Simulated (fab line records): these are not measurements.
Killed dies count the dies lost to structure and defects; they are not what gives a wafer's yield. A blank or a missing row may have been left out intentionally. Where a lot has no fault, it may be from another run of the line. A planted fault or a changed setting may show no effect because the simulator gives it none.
Code-filled problem report in 8D (eight disciplines) form | flow n5Finfet | the parts of the form that need people (team, actions taken, sign-off) are left out

== 1. WHAT WENT WRONG ==
killedAtContacts at N5_PASSIVATION_PROBE_49 reads a mean of 132 on 2 wafers of 2 lots; wafers without a fault read 13 with a standard deviation of 5.7. That is +21 standard deviations from the usual mean.
First seen on wafer L403.6, day 17 10:31, on prober-02. The record holds 6 wafers of 2 lots with a number at this step. The rule behind "out" and "out of limits": a value lying over 4 standard deviations away from the usual mean. The rest of the wafers with a number are treated as sound.

== 2. WHAT IT IS, WHAT IT ISN'T ==
question                    | is                                                                                             | is not
which readings at this step | killedAtContacts, defectLimitedYield, killedDies, sort_bin_5_function, sortNPass, sortYieldPct | killed_at_M0_to_M3, killed_at_M4_up, killedAtFrontEnd, killedAtOther, killedOpen, killedShort, sort_bin_6_memory, sort_bin_8_speed
which lots                  | L403, L406                                                                                     | -
which wafers of those lots  | L403.6, L406.1                                                                                 | L403.3, L403.5, L406.2, L406.5
read on which tools         | prober-02                                                                                      | -
when                        | from day 17 10:31                                                                              | up to then (2 sound wafers); but 2 sound wafers of L406 came after

== 3. SUSPECTS, AND WHAT RULES EACH OUT ==
Counting: a tool at a process step up to the reading stays a suspect if it ran every lot that is out. Sound lots after the first of them don't rule it out here, since some wafers of a struck lot are sound.
- rieDiel-03 at N5_MOL_CONTACT_COAG_ETCH_15 (etches SiNx in CH3F/O2, stops on Si:P, target depth 7 nm): kept. It ran every lot that is out, first L403 (day 9 02:42).
- prober-02 at N5_PASSIVATION_PROBE_49: kept. It ran every lot that is out, first L403 (day 17 10:22). Out on those wafers are its own readings of defectLimitedYield, killedAtContacts, killedDies, sort_bin_5_function, sortNPass, sortYieldPct.
- rieDiel-03, N5_MOL_CONTACT_COAG_ETCH_15: wafers that are out in chamber 0, sound lot-mates in chambers 1, 2, 3.
Remaining after the count are rieDiel-03 at N5_MOL_CONTACT_COAG_ETCH_15 and prober-02 at N5_PASSIVATION_PROBE_49.

== 4. THE CAUSE (what the simulator had put in) ==
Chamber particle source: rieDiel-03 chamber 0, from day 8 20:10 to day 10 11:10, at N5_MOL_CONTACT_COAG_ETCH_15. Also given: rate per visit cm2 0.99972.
This tool is one of the 2 suspects left after counting.

== 5. THE CHAIN OF EFFECTS, in route order ==
One row per reading whose mean, taken over the struck wafers that have a number, lies over 3 standard deviations from the usual. Only readings for which the record gives a usual standard deviation are gone through. hours: the time from each lot's start at the first step in this table that gives one to its start at this step, as a median over the lots. sigmas: the change in usual standard deviations.
hours | step                    | reading             | usual  | on struck wafers | change | sigmas
0     | N5_PASSIVATION_PROBE_49 | defectLimitedYield  | 91.7 % | 82.3             | -9.4   | -6.2
0     | N5_PASSIVATION_PROBE_49 | killedAtContacts    | 13     | 132              | +120   | +21
0     | N5_PASSIVATION_PROBE_49 | killedDies          | 98     | 208              | +110   | +6.1
0     | N5_PASSIVATION_PROBE_49 | sort_bin_5_function | 4.9 %  | 10.8             | +5.9   | +6.5
0     | N5_PASSIVATION_PROBE_49 | sortNPass           | 1082   | 972              | -110   | -6.1
0     | N5_PASSIVATION_PROBE_49 | sortYieldPct        | 91.7 % | 82.3             | -9.4   | -6.2
Its process steps:
- N5_PASSIVATION_PROBE_49

== 6. HOW IT WOULD HAVE BEEN CAUGHT EARLIER ==
First out-of-limits reading in this record: day 17 10:31, which is 206 hours after fault onset at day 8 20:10.
An alarm limit of 4 standard deviations would not have fired on the tool readings at N5_MOL_CONTACT_COAG_ETCH_15 for which the record gives a usual standard deviation, since none of them was out on any struck wafer.
All the lots that are out (2) had begun N5_MOL_CONTACT_COAG_ETCH_15 on rieDiel-03 by day 17 10:31. Had the tool been put on hold then, not one of them would have been saved.
